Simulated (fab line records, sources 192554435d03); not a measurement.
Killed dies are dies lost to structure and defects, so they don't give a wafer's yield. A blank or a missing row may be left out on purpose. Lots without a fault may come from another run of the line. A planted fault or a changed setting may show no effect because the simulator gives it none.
fab line records | flow n5_finfet
record lots=4 wafers=11 last_day=17
route steps=1938 shown PMOS_HMC_CHANNEL_EPI@79 FIN_SAQP@90 FIN_CUT@165 PASSIVATION@1936
lots that met no fault: from a run of the same line without faults
start_h: hours from the record's first day to the start of the lot's first wafer shown | wait_h: hours since the lot's step before | " the same as in the row above | L1.1+2: a row that stands for several wafers | - no value, or no start given | * or withheld: withheld | < > ~ a bound
route shown NAME@n: a module of which the file shows steps, and the number in the route of the first | usual: mean/standard deviation of fault-free wafers | same: alike in all rows | chamber/n: place in a boat | sites: the reading at each site | _std_site: their standard deviation | _edge_site: outer sites' mean less inner sites' | radius_mm: how far each site lies from the wafer's centre | mask NAME#n: copy n | behind: the tool/chamber that last shaped the wafer | hold: why the lot was held/for how many hours/how that ended | device: the transistor (n, p or np) that didn't switch | end of line: the same wafers' tests at the end of the route | a step without rows: its recipe alone | killed: dies lost to structure and defects at the first sort, not the wafer's yield | map: a wafer's dies, x killed, . not, _ none there
set.NAME: the setting as run; set.NAME@STEP: as run at that earlier step | model.NAME: the simulator's own value behind a step, which no gauge read
lots at some steps of the route; a table a step, a row a wafer
## steps
# step N5_PMOS_HMC_CHANNEL_EPI_HM_STRIP_35
# recipe chemistry=dHF temp_c=25 material=SiO2 target=SiO2 target_depth_a=396 time_s=216
# step N5_PMOS_HMC_CHANNEL_EPI_SRD_39
# recipe dry=ipa_marangoni time_s=30 temp_c=23 rinse_liquid=diw
# step N5_PMOS_HMC_CHANNEL_EPI_CMP_21
# recipe material=SiGe30 post_cmp_clean=alkaline_brush target_thk_nm=54
# step N5_PMOS_HMC_CHANNEL_EPI_PRECLEAN_40
# recipe chemistry=DHF time_s=30 temp_c=25 dilution=withheld
# step N5_PMOS_HMC_CHANNEL_EPI_PRECLEAN_37
# recipe chemistry=O3/DIW time_s=45 temp_c=22 o3_ppm=10
# step N5_PMOS_HMC_CHANNEL_EPI_PRECLEAN_24
# recipe chemistry=DHF time_s=30 temp_c=25 dilution=withheld
# step N5_PMOS_HMC_CHANNEL_EPI_SRD_25
# recipe dry=ipa_marangoni do_ppb=5 time_s=30 temp_c=23 rinse_liquid=diw
# step N5_PMOS_HMC_CHANNEL_EPI_EPI_26
# recipe material=Si target_thk_a=38 temp_c=650 precursor=SiH4/H2 pressure_torr=20 time_s=22.7
# step N5_FIN_SAQP_PRECLEAN_42
# recipe chemistry=O3/DIW time_s=60 temp_c=22 o3_ppm=10
# step N5_FIN_SAQP_PRECLEAN_00
# recipe chemistry=SC1 time_s=60 temp_c=55 mix=1:2:50
# usual h2o2_flow_mL_min=56.62/0.18 nh4oh_flow_mL_min=28.32/0.089
# columns lot.wafer tool chamber start_h wait_h h2o2_flow_mL_min nh4oh_flow_mL_min
L794.1 wet_bench-03 2 62.71 0.0 56.60 28.26
L794.5 " 4 " " 56.59 28.06
L794.6 " 6 " " 56.78 28.50
L803.2 wet_bench-03 0 117.27 0.0 56.48 28.39
L803.5 " 1 " " 56.77 28.47
L806.2 wet_bench-03 0 134.48 0.0 56.46 28.24
L806.5 " 7 " " 56.44 28.36
L806.6 " 6 " " 56.42 28.33
L810.1 wet_bench-06 5 158.44 0.0 56.45 28.34
L810.4 " 1 " " 56.83 28.34
L810.5 " 3 " " 56.90 28.33
# step N5_FIN_SAQP_PRECLEAN_44
# recipe chemistry=SC2 time_s=45 temp_c=35 mix=1:1:50
# step N5_FIN_SAQP_SRD_01
# recipe dry=ipa_marangoni time_s=30 temp_c=23 rinse_liquid=diw
# step N5_FIN_SAQP_ALD_61
# recipe material=SiO2 target_thk_a=40 temp_c=300 ald_precursor_family=BDEAS ald_co_reactant=O2-plasma pulse_time_s=1 purge_time_s=2 co_reactant_purge_time_s=2 ald_cycles=43 pressure_torr=2
# step N5_FIN_SAQP_DENSIFY_62
# recipe temp_c=700 time_s=60 ambient=N2 idle_temp_c=600 ramp_up_c_per_s=150 ramp_down_c_per_s=60 cool_to_c=600
# step N5_FIN_SAQP_HM_DEP_03
# recipe material=SiNx target_thk_a=380 temp_c=400 precursor=SiH4/NH3/N2 pressure_torr=1.5 rf_w=300 time_s=33.6
# step N5_FIN_SAQP_PECVD_47
# recipe material=a-Si target_thk_a=450 temp_c=400 precursor=SiH4/He pressure_torr=3 rf_w=100 time_s=36.3
# step N5_FIN_SAQP_PECVD_48
# recipe material=SiNx target_thk_a=250 temp_c=400 precursor=SiH4/NH3/N2 pressure_torr=1.5 rf_w=300 time_s=22.1
# step N5_FIN_SAQP_PECVD_06
# recipe material=a-Si target_thk_a=600 temp_c=400 precursor=SiH4/He pressure_torr=3 rf_w=100 time_s=48.1
# step N5_FIN_SAQP_HM_DEP_72
# recipe material=SiO2 target_thk_a=120 temp_c=400 precursor=SiH4/N2O pressure_torr=0.75 rf_w=275 time_s=7.2
# step N5_FIN_SAQP_COAT_49
# recipe resist=SOC temp_c=250 time_s=60 spin_rpm=1500 resist_thk_nm=100
# step N5_FIN_SAQP_COAT_50
# recipe resist=SiARC temp_c=220 time_s=60 spin_rpm=1500 resist_thk_nm=35
# step N5_FIN_SAQP_COAT_10
# recipe resist=CAR-ArF spin_rpm=1500 resist_thk_nm=90
# step N5_FIN_SAQP_EBR_12
# recipe solvent=PGMEA ebr_width_mm=1.5
# step N5_FIN_SAQP_SOFTBAKE_11
# recipe temp_c=110 time_s=60 resist=CAR-ArF
# step N5_FIN_SAQP_EXPOSE_13
# recipe mask_id=FIN_CORE na=1.35 source_shape=dipole sigma_inner=0.538 sigma_outer=0.738 polarization=te target_cd_nm=35.6 dose_mj=63.25
# step N5_FIN_SAQP_PEB_14
# recipe peb_temp_c=withheld peb_time_s=60 resist=CAR-ArF
# step N5_FIN_SAQP_DEVELOP_15
# recipe develop_time_s=30 developer=TMAH resist=CAR-ArF dev_temp_c=23 rinse_liquid=diw dry=air_spin
# step N5_FIN_SAQP_INSPECT_18
# recipe mode=adi inspect_instrument=brightfield
# usual raw_defect_count=443/120
# columns lot.wafer tool chamber start_h wait_h raw_defect_count
L794.1 defect_inspect-01 - 64.13 0.0 563
L794.5 " - " " 278
L794.6 " - " " 528
L803.2 defect_inspect-02 - 118.61 0.0 1750
L803.5 " - " " 362
L806.2 defect_inspect-02 - 135.81 0.0 1832
L806.5 " - " " 316
L806.6 " - " " 308
L810.1 defect_inspect-02 - 159.82 0.0 436
L810.4 " - " " 447
L810.5 " - " " 488
# step N5_FIN_SAQP_DESCUM_21
# recipe chemistry=O2 time_s=7.9 source_power_w=50 bias_power_w=20 pressure_mtorr=20 rf_frequency_hz=2.712e+07 temp_c=40 resist=CAR-ArF o2_flow_sccm=225
# step N5_FIN_SAQP_ETCH_51
# recipe chemistry=CF4 target=SiARC target_depth_a=455 mask_material=CAR-ArF time_s=75.8 ion_energy_ev=80 pressure_mtorr=40 source_w=545 bias_w=36 Ar_flow_sccm=100 cf4_flow_sccm=100 ends=cleared
# step N5_FIN_SAQP_ETCH_52
# recipe chemistry=N2/H2 target=SOC target_depth_a=1000 overetch_a=200 mask_material=SiARC temp_c=40 time_s=150 ion_energy_ev=200 pressure_mtorr=30 source_w=840 bias_w=150 n2_flow_sccm=200 h2_flow_sccm=200 ends=end_point
# step N5_FIN_SAQP_STRIP_53
# recipe chemistry=N2/H2 temp_c=40 n2_flow_sccm=200 h2_flow_sccm=200 rf_frequency_hz=6e+07
# step N5_FIN_SAQP_HM_OPEN_73
# recipe chemistry=CHF3/O2 target=SiO2 stop_on=a-Si target_depth_a=120 over_etch_frac=1.8 mask_material=SOC time_s=16.8 pressure_mtorr=30 source_w=650 bias_w=170 Ar_flow_sccm=200 CHF3_flow_sccm=50 O2_flow_sccm=5 ion_energy_ev=200 ends=end_point
# step N5_FIN_SAQP_STRIP_74
# recipe chemistry=CHF3/O2 resist=SiARC rf_frequency_hz=6e+07
# step N5_FIN_SAQP_MANDREL_ETCH_22
# recipe target_depth_a=600 chemistry=HBr/Cl2 target=a-Si stop_on=SiNx bt_time_s=10 over_etch_frac=0.5 time_s=30 pressure_mtorr=10 icp_w=800 bias_w=75 HBr_flow_sccm=150 Cl2_flow_sccm=80 ends=end_point
# step N5_FIN_SAQP_INSPECT_40
# recipe inspect_instrument=brightfield mode=aei
# usual raw_defect_count=220/56
# columns lot.wafer tool chamber start_h wait_h raw_defect_count
L794.1 defect_inspect-02 - 68.39 0.0 439
L794.5 " - " " 300
L794.6 " - " " 341
L803.2 defect_inspect-01 - 122.90 0.0 1526
L803.5 " - " " 214
L806.2 defect_inspect-02 - 142.05 0.0 1496
L806.5 " - " " 187
L806.6 " - " " 210
L810.1 defect_inspect-01 - 164.31 0.0 220
L810.4 " - " " 262
L810.5 " - " " 317
# step N5_FIN_CUT_INSPECT_10
# recipe mode=adi inspect_instrument=brightfield
# usual raw_defect_count=39/11
# columns lot.wafer tool chamber start_h wait_h raw_defect_count
L794.1 defect_inspect-02 - 68.78 0.1 66
L794.5 " - " " 40
L794.6 " - " " 57
L803.2 defect_inspect-01 - 123.42 0.0 1406
L803.5 " - " " 38
L806.2 defect_inspect-01 - 142.57 0.0 1351
L806.5 " - " " 31
L806.6 " - " " 37
L810.1 defect_inspect-02 - 164.70 0.1 38
L810.4 " - " " 43
L810.5 " - " " 78
# step N5_PASSIVATION_PROBE_49
# usual killed_at_M0_to_M3=32/9.7 killed_at_M4_up=14/5.3 killed_at_contacts=11/6 killed_at_front_end=39/14 killed_at_other=3.3/2.7 killed_dies=100/17 killed_on_rim=14/4 killed_open=66/13 killed_short=32/7.4
# same gross_dies=1180 killed_at_back_side=0
# columns lot.wafer tool chamber start_h wait_h killed_at_M0_to_M3 killed_at_M4_up killed_at_contacts killed_at_front_end killed_at_other killed_dies killed_on_rim killed_open killed_short
L794.1 prober-01 - 307.79 0.0 29 25 5 39 3 101 18 63 28
L794.5 prober-01 - 307.99 0.2 15 32 8 45 0 100 17 57 35
L794.6 prober-01 - 308.04 0.3 26 25 11 44 3 109 16 75 34
L803.2 prober-02 - 367.90 0.1 36 8 23 208 5 280 28 87 32
L803.5 prober-02 - 368.05 0.2 19 7 14 32 8 80 12 62 17
L806.2 prober-02 - 377.50 0.1 28 15 21 184 1 249 24 60 45
L806.5 prober-02 - 377.65 0.2 31 8 20 36 1 96 17 67 29
L806.6 prober-02 - 377.70 0.3 26 17 10 59 4 116 18 75 38
L810.1 prober-01 - 402.96 0.0 23 17 8 31 4 83 8 60 21
L810.4 prober-01 - 403.11 0.2 30 5 7 25 1 68 10 39 28
L810.5 prober-01 - 403.16 0.2 25 11 18 36 4 94 11 66 28
# killed by level:class
L794.1 BEOL_M4:geometric_particle:open=13 HKMG_FIN:area_etch=8 BEOL_M0_SAQP:geometric_particle:open=7 STI_FIN_REVEAL:geometric_particle:open=6 BEOL_M1:geometric_particle:open=6 FIN_SAQP:geometric_particle:short=5 MOL_CONTACT_COAG:geometric_particle:open=5 BEOL_M2:geometric_particle:open=5
L794.5 BEOL_M4:geometric_particle:open=16 FIN_SAQP:geometric_particle:open=8 STI_FIN_REVEAL:geometric_particle:open=8 FIN_SAQP:geometric_particle:short=7 HKMG_FIN:area_etch=7 MOL_CONTACT_COAG:geometric_particle:open=6 BEOL_M4:geometric_particle:short=6 GATE_CUT:geometric_particle:short=5
L794.6 BEOL_M4:geometric_particle:open=14 STI_FIN_REVEAL:geometric_particle:open=7 MOL_CONTACT_COAG:geometric_particle:open=7 BEOL_M1:geometric_particle:open=6 DUMMY_GATE:geometric_particle:open=5 ILD0:geometric_particle:open=5 GATE_CUT:geometric_particle:open=5 BEOL_M0:geometric_particle:open=5
L803.2 FIN_SAQP:unspecified=155 MOL_CONTACT_COAG:geometric_particle:open=20 FIN_SAQP:geometric_particle:open=17 STI_FIN_REVEAL:geometric_particle:open=10 BEOL_M3:geometric_particle:open=9 BEOL_M0_SAQP:geometric_particle:short=6 BEOL_M2:geometric_particle:open=6 HKMG_FIN:area_etch=6
L803.5 MOL_CONTACT_COAG:geometric_particle:open=13 DUMMY_GATE:geometric_particle:open=9 FIN_SAQP:geometric_particle:open=6 BEOL_M0:geometric_particle:open=6 STI_FIN_REVEAL:geometric_particle:open=5 PASS1_DEP:geometric_particle:open=5 BEOL_M4:geometric_particle:open=3 BEOL_M2:geometric_particle:open=3
L806.2 FIN_SAQP:unspecified=144 MOL_CONTACT_COAG:geometric_particle:open=15 FIN_SAQP:geometric_particle:short=12 STI_FIN_REVEAL:geometric_particle:open=7 BEOL_M1:geometric_particle:short=7 BEOL_M2:geometric_particle:open=7 MOL_CONTACT_COAG:geometric_particle:short=6 BEOL_M0_SAQP:geometric_particle:short=6
L806.5 MOL_CONTACT_COAG:geometric_particle:open=17 STI_FIN_REVEAL:geometric_particle:open=14 FIN_SAQP:geometric_particle:short=9 FIN_SAQP:geometric_particle:open=8 BEOL_M1:geometric_particle:short=7 BEOL_M2:geometric_particle:open=7 BEOL_M1:geometric_particle:open=5 BEOL_M0_SAQP:geometric_particle:short=3
L806.6 STI_FIN_REVEAL:geometric_particle:open=18 FIN_SAQP:geometric_particle:short=9 MOL_CONTACT_COAG:geometric_particle:open=9 FIN_SAQP:geometric_particle:open=8 BEOL_M1:geometric_particle:open=6 BEOL_M2:geometric_particle:open=5 DUMMY_GATE:geometric_particle:open=4 GATE_CUT:geometric_particle:short=4
L810.1 STI_FIN_REVEAL:geometric_particle:open=13 BEOL_M4:geometric_particle:open=8 BEOL_M3:geometric_particle:open=8 FIN_SAQP:geometric_particle:open=7 MOL_CONTACT_COAG:geometric_particle:open=5 FIN_SAQP:geometric_particle:short=3 MOL_CONTACT_COAG:geometric_particle:short=3 BEOL_M0_SAQP:geometric_particle:open=3
L810.4 BEOL_M1:geometric_particle:open=7 FIN_SAQP:geometric_particle:open=6 BEOL_M0_SAQP:geometric_particle:short=6 FIN_SAQP:geometric_particle:short=5 MOL_CONTACT_COAG:geometric_particle:open=5 BEOL_M1:geometric_particle:short=5 GATE_CUT:geometric_particle:short=4 BEOL_M4:geometric_particle:open=4
L810.5 MOL_CONTACT_COAG:geometric_particle:open=16 BEOL_M2:geometric_particle:open=6 BEOL_M3:geometric_particle:open=6 STI_FIN_REVEAL:geometric_particle:open=5 GATE_CUT:geometric_particle:short=5 BEOL_M5:geometric_particle:open=5 STARTING-WAFER:geometric_particle:open=5 DUMMY_GATE:geometric_particle:open=4
# map L803.2 (x killed, . not)
_________________............________________
______________.x.......x.x......_____________
___________xx.xx.x...xx............__________
__________xxxxxxx...........xx......_________
________xxxxxxxxxxx....x.x.x.x..x....._______
_______xxxxxxxxxxx..x.x....x...........______
______xxxxxxxxxxxxx.x.x.......x......x.._____
_____xxxxxxxxxxxxxxxxx.....x..x......x...____
____.xxxxxxxxxxxxxxx..................x.x.___
___x.xxxxxxxxxxxxxxx....x..x....x..x....x..__
___...xxxxxxxxxxxxxx.x......x...........x..__
__...xxxxxxxxxxxxxx.x.................xx.xxx_
__x..xxxxxxxxxxxxxxx..x..x.x............x..._
_....x..xxxxxxxxxxx..............x...........
_......x..xx.x.x.......x..xx.................
_.xx............x..xx......x...........x.....
_..x.x.........................x.............
_....x..........x.........................x.x
_............x..xx.x..........x.......x..x...
_...x...x.x............x............x..x.....
_................x...........x...............
__............x............................._
__..................................x......._
___.x..x................x.......x....x...x.__
___..x.xx......x.....x.........x.x........x__
____x..............x....x.......x.x.......___
_____..............x..x...x.......xxx....____
______...................xx.......x...x._____
_______........x...x.......x.....x.....______
________x...x...............x....x...._______
__________....................xxxx.._________
___________..x..........x.........x__________
______________....xx.......x...._____________
_________________............________________
# map L806.2 (x killed, . not)
_________________...x.......x________________
______________.x.x........x....._____________
___________xx....xxx.............x.__________
__________xxxx.xxx.x.x.............._________
________xxxxxxxxxxx.....xx.x.........._______
_______xxxxxxxxxxxxxx...x........x.....______
______.xxxxxxxxxxxxxx..................._____
_____xxxxxxxxxxxxxx.x.x.........x.....x..____
____.xxxxxxxxxxxxxxxx..............x......___
___...xxxxxxxxxxxxxx.x.....................__
___.x.xxxxxxxxxxxxxx..x.x.xx............x..__
__...x.xxxxxxxxxxxx........................._
__.x...xx.xxxxxxxx.x............x..........._
_.....x..xxxx.xxxxx.......x.............x....
_..x...x.x.x.xxx........x...........xx.......
_......x.....x....x..........................
_......x............x..............x.........
_...............x.......x.x..x............x.x
_.................x................x.........
_......xx..x.........x..x..............x.....
_...x.................x..........x.x......x..
__.....x....x.x.....................x....x.._
__...........x.x......x.....x.........x....._
___...x.....x...x......x...................__
___..........x...........................x.__
____.............x.x...................xx.___
_____...................x.......x....x...____
______..................x..x...........x_____
_______.....x....x..x..............x...______
________.............................._______
__________......x..x.............x.._________
___________.....x.x.x.....x.....x..__________
______________....x.x.....x....._____________
_________________...x........________________
## key
first_sign step=N5_FIN_SAQP_INSPECT_18 reading=raw_defect_count direction=up sigmas=11 usual=443 struck=1791
effect step=N5_FIN_SAQP_INSPECT_40 reading=raw_defect_count direction=up sigmas=23 usual=220 struck=1511
effect step=N5_FIN_CUT_INSPECT_10 reading=raw_defect_count direction=up sigmas=99+ usual=39 struck=1378
effect step=N5_PASSIVATION_PROBE_49 reading=killed_at_front_end direction=up sigmas=11 usual=39 struck=196
more_kills_born_at N5_FIN_SAQP_PRECLEAN_00@wet_bench-03=299
met_at N5_FIN_SAQP_PRECLEAN_00
struck_wafers L803.2,L806.2
tester_left_out L803,L806
fault kind=chamber_particle_source tool=wet_bench-03 chamber=0 onset_h=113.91 steps=N5_FIN_SAQP_PRECLEAN_00 rate_per_visit_cm2=2.0385 end_h=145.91
# tester_left_out: of these lots the tester's yield and bins aren't shown, on N5 and GAA mostly nor the transistor test; their killed dies are dies lost to structure and defects alone, not to doping, threshold or leakage, so they don't give the yield
